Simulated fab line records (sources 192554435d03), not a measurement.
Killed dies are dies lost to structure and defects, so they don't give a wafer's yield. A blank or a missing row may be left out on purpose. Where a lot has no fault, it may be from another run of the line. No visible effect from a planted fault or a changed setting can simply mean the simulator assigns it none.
Struck lot and sound lot, side by side :: flow n5 finfet :: 37 steps out of a route of 1938
Sound: these wafers, L128.1, L128.4, L128.5. Struck: wafer L113.4 (L113.1, L113.3, from the same lot, were not struck and are left out); the cause is given at the end.
For every step that has rows: the tool of each side, followed by ch and its chambers, followed by its first start. Under that, the readings that differ: sound wafers :: struck wafers :: difference of the means :: sigmas: that difference in standard deviations of wafers without a fault.
alike: a reading whose means differ by less than 2 such deviations, as well as words and numbers matching on both sides. not compared: withheld readings; readings where some wafer has no value; bounds like >300 that might hide an equal value; numbers whose values overlap and for which the record gives no deviation.
Wherever a step has rows on one side only, a row that says differs or no value, or a row with sigmas, the two part there. Numbers that don't overlap but have no deviation are shown without sigmas and don't part them. A reading missing from all wafers of one side parts the sides only when that side holds two or more wafers.

first, 9 steps without rows for these wafers: N5_BEOL_M7_COAT_64 (time 60 s, resist thk 12 nm); N5_BEOL_M7_COAT_71 (time 60 s, resist thk 5 nm); N5_BEOL_M7_COAT_22 (resist thk 30 nm); N5_BEOL_M7_EBR_24; N5_BEOL_M7_SOFTBAKE_23 (time 60 s); N5_BEOL_M7_EXPOSE_25 (exposes mask V6, target cd 40 nm); N5_BEOL_M7_PEB_26 (peb time 60 s); N5_BEOL_M7_DEVELOP_27 (develop time 30 s); N5_BEOL_M7_DESCUM_33 (chemistry O2, time 7 s).
N5_BEOL_M7_ETCH_72: etches underlayer in N2/H2, target depth 6.5 nm, time 5.2 s.
  sound on rie diel-03 ch 0,2,3, day 17 06:19; struck on rie diel-06 ch 3, day 11 18:55
  alike: drypump motor current A, etch rf on time s, oes product au, rf vpp V, showerhead plenum p Torr, throttle valve pct
  not compared: rf hours counter h
then, 26 steps without rows for these wafers: N5_BEOL_M7_ETCH_65 (etches SiARC in CF4, target depth 15.6 nm, time 26 s); N5_BEOL_M7_ETCH_66 (etches SOC in N2/H2, target depth 80 nm, overetch 16 nm, time 120 s); N5_BEOL_M7_STRIP_69 (strips in N2/H2); N5_BEOL_M7_STRIP_73 (strips in N2/H2); N5_BEOL_M7_VIA_ETCH_34 (etches SiCOH lowk in C4F6/O2, target depth 125.5 nm, time 50.5 s); N5_BEOL_M7_STRIP_76 (strips in C4F6/O2); N5_BEOL_M7_STRIP_36 (strips in N2/H2); N5_BEOL_M7_TRENCH_ETCH_37 (etches SiCOH lowk in C4F6/O2, target depth 93.478 nm, time 31.2 s); N5_BEOL_M7_ETCH_41 (etches SiCN in CH3F/O2, target depth 31.9 nm, time 57.8 s); N5_BEOL_M7_STRIP_80 (strips in N2/H2, time 10 s); N5_BEOL_M7_HM_STRIP_39 (strips TiN in peroxide tin strip, target depth 25 nm, time 158 s); N5_BEOL_M7_SRD_40 (time 30 s); N5_BEOL_M7_PRECLEAN_42 (cleans in residue remover, time 60 s); N5_BEOL_M7_SRD_43 (time 30 s); N5_BEOL_M7_CURE_75 (cures SiCOH lowk, time 120 s); N5_BEOL_M7_DEGAS_44 (time 60 s); N5_BEOL_M7_PRE_CLEAN_45 (time 30 s); N5_BEOL_M7_ALD_77 (deposits TaN, target thk 2 nm, pulse time 2 s, purge time 3 s); N5_BEOL_M7_SURFACE_TREAT_79; N5_BEOL_M7_CVD_78 (deposits Co from CCTBA/H2, target thk 2 nm, time 142.3 s); N5_BEOL_M7_SPUTTER_48 (material Cu, target thk 10 nm, time 1.667 s); N5_BEOL_M7_ECD_50 (material Cu, target thk 300 nm); N5_BEOL_M7_ANNEAL_51 (time 90 s); N5_BEOL_M7_CMP_52 (polishes, stops on SiCOH lowk, t overpolish 6.9 s, target thk 80 nm); N5_BEOL_M7_PRE_CLEAN_55 (time 15 s); N5_BEOL_M7_DEP_56 (deposits SiCN from 3MS/NH3, target thk 10 nm, time 17.5 s).
-- record jumps: 3 days separate the struck wafers' starts on either side; left off in module BEOL_M7, taken up again in module PASSIVATION, whose first shown step is the route's number 1936 --
N5_PASSIVATION_PROBE_49:
  record: rows for the struck wafers here (prober-02, day 14 17:24), none for the sound ones

== WHERE THEY PART ==
N5_PASSIVATION_PROBE_49 only, going by this record.

WHY: what had been put in by the simulator
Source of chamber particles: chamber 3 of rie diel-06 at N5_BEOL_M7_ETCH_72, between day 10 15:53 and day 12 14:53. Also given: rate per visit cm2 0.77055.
